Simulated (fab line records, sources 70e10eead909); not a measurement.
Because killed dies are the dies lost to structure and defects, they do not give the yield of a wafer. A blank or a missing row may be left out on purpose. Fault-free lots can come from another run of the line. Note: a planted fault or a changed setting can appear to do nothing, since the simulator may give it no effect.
Matching of chambers | flow nand harc | NHARC_P_M0_PRE_CLEAN_31 on pecvd-01 has 3 sister chambers
The step time 12 s. 14 wafers are shown with their chamber, then 7 later ones without.

== EACH WAFER AND ITS CHAMBER ==
wafer  | chamber | heater power w (W) | heater power outer w (W)
L076.1 | 2       | 474                | 251
L076.2 | 1       | 700                | 407
L076.4 | 1       | 682                | 379
L079.2 | 1       | 594                | 329
L079.4 | 0       | 684                | 394
L079.6 | 2       | 428                | 208
L080.3 | 1       | 671                | 387
L080.4 | 2       | 493                | 267
L080.6 | 1       | 686                | 396
L083.1 | 1       | 568                | 316
L083.4 | 0       | 726                | 432
L083.6 | 2       | 440                | 230
L089.2 | 2       | 517                | 270
L089.3 | 1       | 657                | 379

SIGNATURES (averages over the wafers above)
reading              | chamber 0 | chamber 1 | chamber 2 | scatter within a chamber
heater power w       | 705.00    | 651.14    | 470.40    | 44.2
heater power outer w | 413.00    | 370.43    | 245.20    | 31
Rule: a wafer's distance from a chamber is the root of the sum, over the readings, of the square of ((its reading less the chamber's mean) divided by the reading's scatter). The wafer belongs to the nearest chamber; if the next one is less than 2 further off, it can't be placed. The scatter: take each reading less its chamber's mean, square it, sum over the shown wafers, divide by the number of wafers less the number of chambers, and take the root.

== WAFERS WHOSE CHAMBER IS MISSING ==
wafer  | heater power w (W) | heater power outer w (W)
L089.6 | 510                | 280
L095.1 | 628                | 347
L095.2 | 721                | 411
L095.5 | 613                | 358
L094.1 | 645                | 370
L094.2 | 679                | 395
L094.5 | 513                | 291

== WHICH CHAMBER EACH WENT THROUGH ==
wafer  | from the rows above     | in truth
L089.6 | 2                       | 2
L095.1 | can't be placed: 1 or 0 | 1
L095.2 | can't be placed: 0 or 1 | 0
L095.5 | can't be placed: 1 or 0 | 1
L094.1 | can't be placed: 1 or 0 | 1
L094.2 | can't be placed: 0 or 1 | 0
L094.5 | 2                       | 2
Correct placement for 2 of the 7. These rows do not allow placing 5 (true chamber among the candidates in 5). Placed wrongly: 0.
